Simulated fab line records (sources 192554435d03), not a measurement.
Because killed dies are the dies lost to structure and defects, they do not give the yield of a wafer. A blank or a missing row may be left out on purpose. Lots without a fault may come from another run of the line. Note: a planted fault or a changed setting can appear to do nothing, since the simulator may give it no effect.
Lot-split experiment + flow n5_finfet + 21 wafers read from 7 lots, route of 1938 steps

== ON THE SPLIT ==
At N5_BEOL_M15_SPUTTER_44 (material Ta, target thk 15 nm, time 24.19 s), the setting power_w was moved away from the recipe's 15000 W on 8 of the 21 wafers read, by -12.1% to +13.4%. The other wafers ran this setting at the recipe's value.

The reading comes from the split's own step.

== THE READING ==
Ta_of_BEOL_M15_SPUTTER_44.thk_nm (the simulator's own value, which no gauge read), in nm, at N5_BEOL_M15_SPUTTER_44 (material Ta, target thk 15 nm, time 24.19 s). The file does not state a usual value for it. Here, 13 wafers ran the recipe; their average is 15.0 nm with a standard deviation of 0.17 nm.

| wafer  | tool, chamber at the split | power_w as run, W | against the recipe | Ta_of_BEOL_M15_SPUTTER_44.thk_nm, nm | against lot-mates on the recipe |
|--------|----------------------------|-------------------|--------------------|--------------------------------------|---------------------------------|
| L080.1 | pvd_sputter-01, -          | 16750             | +11.7%             | 17                                   | +2.2                            |
| L080.4 | pvd_sputter-01, -          | 16750             | +11.7%             | 17                                   | +2.2                            |
| L080.2 | pvd_sputter-01, -          | 15000             | recipe             | 14.8                                 | -                               |
| L089.1 | pvd_sputter-01, -          | 15000             | recipe             | 15                                   | -                               |
| L089.3 | pvd_sputter-01, -          | 15000             | recipe             | 14.8                                 | -                               |
| L089.4 | pvd_sputter-01, -          | 16340             | +8.9%              | 16                                   | +1.1                            |
| L087.1 | pvd_sputter-01, -          | 15000             | recipe             | 15                                   | -                               |
| L087.5 | pvd_sputter-01, -          | 17010             | +13.4%             | 17.4                                 | +2.4                            |
| L087.6 | pvd_sputter-01, -          | 17010             | +13.4%             | 17.4                                 | +2.4                            |
| L093.1 | pvd_sputter-03, -          | 13180             | -12.1%             | 13                                   | -2.0                            |
| L093.5 | pvd_sputter-03, -          | 13180             | -12.1%             | 13                                   | -2.0                            |
| L093.2 | pvd_sputter-03, -          | 15000             | recipe             | 15                                   | -                               |
| L091.1 | pvd_sputter-02, -          | 15000             | recipe             | 15.2                                 | -                               |
| L091.3 | pvd_sputter-02, -          | 15000             | recipe             | 15.4                                 | -                               |
| L091.5 | pvd_sputter-02, -          | 14170             | -5.5%              | 14.2                                 | -1.1                            |
| L092.3 | pvd_sputter-03, -          | 15000             | recipe             | 15                                   | -                               |
| L092.4 | pvd_sputter-03, -          | 15000             | recipe             | 15                                   | -                               |
| L092.5 | pvd_sputter-03, -          | 15000             | recipe             | 14.8                                 | -                               |
| L095.2 | pvd_sputter-02, -          | 15000             | recipe             | 15                                   | -                               |
| L095.6 | pvd_sputter-02, -          | 15000             | recipe             | 15                                   | -                               |
| L095.3 | pvd_sputter-02, -          | 15000             | recipe             | 14.8                                 | -                               |

THE FIT
A straight line over all 21 wafers: Ta_of_BEOL_M15_SPUTTER_44.thk_nm changes by +0.167 nm for each +1% of power_w; r = +0.99; the points scatter about the line by 0.19 nm.
The same after taking each lot's own level away (the mean of its wafers on the recipe; 21 wafers): +0.174 nm for each +1%; r = +0.99; scatter 0.15 nm.
On that fit, the largest move of power_w shifts the reading by 2.3 nm.
The lots' own levels span 14.80 to 15.30 nm, that is 3.0 times the standard deviation above.
Consequently the slope shifts little with the lot-to-lot level, the two slopes agreeing.
Check: for one of the wafers moved furthest among these (+13.4%), held out of the fit, the line's prediction against its lot-mates is +2.32 nm. Against them it came out at +2.4 nm.

== THE OTHER SPLITS THESE WAFERS WENT THROUGH ==
Other splits were also applied to these wafers ahead of the reading. Each is held against what the fit with the lots' levels taken away leaves over:
| other split on the same wafers    | wafers away from the commonest value | r with Ta_of_BEOL_M15_SPUTTER_44.thk_nm (lot level and that fit taken away) |
|-----------------------------------|--------------------------------------|-----------------------------------------------------------------------------|
| N5_BEOL_M13_TRENCH_ETCH_34 time_s | 7                                    | -0.06                                                                       |
| N5_BEOL_M13_SPUTTER_43 power_w    | 4                                    | -0.01                                                                       |
| N5_BEOL_M14_ILD_DEP_00 time_s     | 8                                    | +0.27                                                                       |
| N5_BEOL_M15_TRENCH_ETCH_34 time_s | 8                                    | -0.19                                                                       |

== THE FILE'S OWN FIT ==
Ta_of_BEOL_M15_SPUTTER_44.thk_nm changes by +0.171 nm for each +1% of power_w, r = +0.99.
